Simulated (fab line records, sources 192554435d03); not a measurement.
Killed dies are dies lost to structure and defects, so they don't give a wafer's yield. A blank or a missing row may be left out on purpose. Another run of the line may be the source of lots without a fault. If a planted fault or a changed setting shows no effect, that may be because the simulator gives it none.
A struck lot beside a sound one :: flow n5Finfet :: 21 steps out of a route of 1938
Sound: these wafers, L120.2, L120.5, L120.6. The struck wafers were L110.1, L110.3, L110.5. The cause is given at the end.
At each step with rows: each side's tool, then ch and its chambers, then its first start. Under that, the readings that differ: sound wafers :: struck wafers :: difference of the means :: sigmas: that difference in standard deviations of wafers without a fault.
alike: words and numbers the same on both sides, and readings whose means are apart by under 2 such deviations; not compared: readings that were withheld, readings missing a value for some wafer, numbers with overlapping values and no deviation given by the record, and bounds like >300 which may hide the same value.
Wherever a step has rows on one side only, a row that says differs or no value, or a row with sigmas, the two part there. Non-overlapping numbers with no deviation appear without sigmas and do not part them. A reading that every wafer of one side lacks parts them only if that side has two wafers or more.

N5_PMOS_HMC_CHANNEL_EPI_ETCH_32: etches BARC in N2/H2, stops on SiO2, target depth 85.8 nm, time 50.3 s.
  sound on rieDiel-02 ch 0,1,3, day 6 23:35; struck on rieDiel-04 ch 1,2,3, day 4 13:15
  alike: drypumpMotorCurrentA, oesProductAu, rfVppV, showerheadPlenumPTorr, throttleValvePct
  not compared: rfHoursCounterH
N5_PMOS_HMC_CHANNEL_EPI_HM_OPEN_15: chemistry CHF3/O2, target SiO2, target depth 40.6 nm, time 20.3 s.
  sound on rieDiel-02 ch 0,1,3, day 6 23:38; struck on rieDiel-04 ch 1,2,3, day 4 13:17
  alike: drypumpMotorCurrentA, oesProductAu, rfVppV, showerheadPlenumPTorr, throttleValvePct
  not compared: rfHoursCounterH
N5_PMOS_HMC_CHANNEL_EPI_STRIP_33: strips in N2/H2.
  sound on rieDiel-02 ch 0,1,3, day 6 23:41; struck on rieDiel-04 ch 1,2,3, day 4 13:21
  alike: drypumpMotorCurrentA, oesProductAu, rfVppV, showerheadPlenumPTorr, tempC, throttleValvePct
  not compared: rfHoursCounterH
then, 2 steps without rows for these wafers: N5_PMOS_HMC_CHANNEL_EPI_STRIP_17 (strips in SPM, time 750 s); N5_PMOS_HMC_CHANNEL_EPI_ETCH_38 (etches SiO2 in CF4, target depth 1.5 nm).
N5_PMOS_HMC_CHANNEL_EPI_FIN_RECESS_16: chemistry HBr/Cl2, target Si, target depth 54 nm, time 18 s.
  sound on rieSi-03 ch 0,3, day 7 00:01; struck on rieSi-06 ch 1,2, day 4 13:40
  alike: drypumpMotorCurrentA, oesProductAu, throttleValvePct
  not compared: rfHoursCounterH
then, 6 steps without rows for these wafers: N5_PMOS_HMC_CHANNEL_EPI_PRECLEAN_36 (cleans in O3/DIW, time 45 s); N5_PMOS_HMC_CHANNEL_EPI_PRECLEAN_18 (cleans in DHF, time 30 s); N5_PMOS_HMC_CHANNEL_EPI_SRD_19 (time 30 s); N5_PMOS_HMC_CHANNEL_EPI_EPI_20 (deposits SiGe30, target thk 59 nm); N5_PMOS_HMC_CHANNEL_EPI_HM_STRIP_35 (strips SiO2 in dHF, material SiO2, target depth 39.6 nm, time 216 s); N5_PMOS_HMC_CHANNEL_EPI_SRD_39 (time 30 s).
N5_PMOS_HMC_CHANNEL_EPI_CMP_21: polishes SiGe30, target thk 54 nm.
  sound on cmp-01 ch 1,2, day 7 01:31; struck on cmp-04 ch 1,2,3, day 4 15:11
  no value came back on the struck wafers for edgeZonePressureFrac, motorCurrentA (A); on the sound wafers edgeZonePressureFrac reads 1.001 0.997 0.998
reading: model.SiGe30_of_PMOS_HMC_CHANNEL_EPI_EPI_20.thkNm (nm)
sound: 54.1 53.81 54.15
struck: 59.14 58.71 58.83
difference: +4.87
sigmas: 
N5_PMOS_HMC_CHANNEL_EPI_THK_MEAS_22:
  struck on filmMetro-02, day 4 15:29; sound on filmMetro-01, day 7 01:49
reading: HMC_CMP_THK (nm)
sound: 53.2 53.3 53.9
struck: 59.1 58.7 58.8
difference: +5.4
sigmas: +7
then, 1 step without rows for these wafers: N5_PMOS_HMC_CHANNEL_EPI_PRECLEAN_40 (cleans in DHF, time 30 s).
N5_PMOS_HMC_CHANNEL_EPI_PRECLEAN_37: cleans in O3/DIW, time 45 s.
  sound on wetBench-06 ch 0,2,5, day 7 01:51; struck on wetBench-05 ch 0,4,5, day 4 15:31
reading: model.SiGe30_of_PMOS_HMC_CHANNEL_EPI_EPI_20.thkNm (nm)
sound: 53.4 53.11 53.45
struck: 58.43 58 58.12
difference: +4.86
sigmas: 
  alike: bathHeatDutyPct, tempC
then, 2 steps without rows for these wafers: N5_PMOS_HMC_CHANNEL_EPI_PRECLEAN_24 (cleans in DHF, time 30 s); N5_PMOS_HMC_CHANNEL_EPI_SRD_25 (time 30 s).
N5_PMOS_HMC_CHANNEL_EPI_EPI_26: deposits Si from SiH4/H2, target thk 3.8 nm, time 22.7 s.
  sound on epiRpcvd-02 ch 0, day 7 01:58; struck on epiRpcvd-01 ch 0, day 4 15:35
reading: throttleValvePct (%)
sound: 10.88 11.12 11.20
struck: 11.59 11.60 11.84
difference: +0.61
sigmas: +2
  alike: susceptor_temp_C_max
N5_PMOS_HMC_CHANNEL_EPI_INSPECT_30: inspects for defects (darkfield).
  struck on defectInspect-01, day 4 16:11; sound on defectInspect-02, day 7 02:17
reading: rawDefectCount
sound: 16 20 21
struck: 39 62 68
difference: +37
sigmas: +6
N5_BEOL_M4_RC_MEAS_101:
  the record has rows for the sound wafers here (prober-02 ch 0, day 14 09:47) and none for the struck ones

## WHERE THEY PART
Earliest at N5_PMOS_HMC_CHANNEL_EPI_CMP_21; latest, in this record, at N5_BEOL_M4_RC_MEAS_101.

WHY: the cause the simulator had injected
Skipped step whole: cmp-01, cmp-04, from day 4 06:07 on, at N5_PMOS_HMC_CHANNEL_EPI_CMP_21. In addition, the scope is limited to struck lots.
